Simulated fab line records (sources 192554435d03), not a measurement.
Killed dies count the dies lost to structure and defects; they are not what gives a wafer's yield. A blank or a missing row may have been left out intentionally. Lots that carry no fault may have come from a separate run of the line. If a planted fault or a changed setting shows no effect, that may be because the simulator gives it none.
Matching of chambers | flow n5_finfet | N5_BEOL_M9_ALD_74 on ald_metal-01 has 4 sister chambers
The step deposits TaN, target thk 2 nm, pulse time 2 s, purge time 3 s. 4 wafers are shown with their chamber, then 7 later ones without.

## WAFERS WITH THEIR CHAMBER
wafer  | chamber | heater_power_w (W)
L091.3 | 0       | 429
L092.6 | 3       | 443
L095.1 | 2       | 455
L095.2 | 1       | 484

## WAFERS WITH NO CHAMBER GIVEN
wafer  | heater_power_w (W)
L095.4 | 427
L096.2 | 426
L096.3 | 423
L096.4 | 446
L097.2 | 456
L097.3 | 430
L097.6 | 471

## WHICH CHAMBER EACH ONE RAN IN
wafer  | from the rows above     | in truth
L095.4 | 0                       | 0
L096.2 | 0                       | 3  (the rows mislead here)
L096.3 | 0                       | 0
L096.4 | can't be placed: 3 or 2 | 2
L097.2 | 2                       | 2
L097.3 | 0                       | 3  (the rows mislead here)
L097.6 | can't be placed: 1 or 2 | 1
Placed correctly: 3 of 7. Can't be placed from these rows: 2 (the true chamber is among the candidates in 2). Placed wrongly: 2.
How it was worked out, from the rows above alone: a wafer's distance from a chamber is the root of the sum, over the readings, of the square of ((its reading less the chamber's mean) divided by the reading's scatter). If the next closest chamber is less than 2 further off than the closest, the wafer can't be placed; otherwise it belongs to the closest. For every chamber, the mean is computed from those of its wafers that are shown. The scatter: root of mean squared gap, hidden wafer to nearest shown wafer, with one shown wafer a chamber.
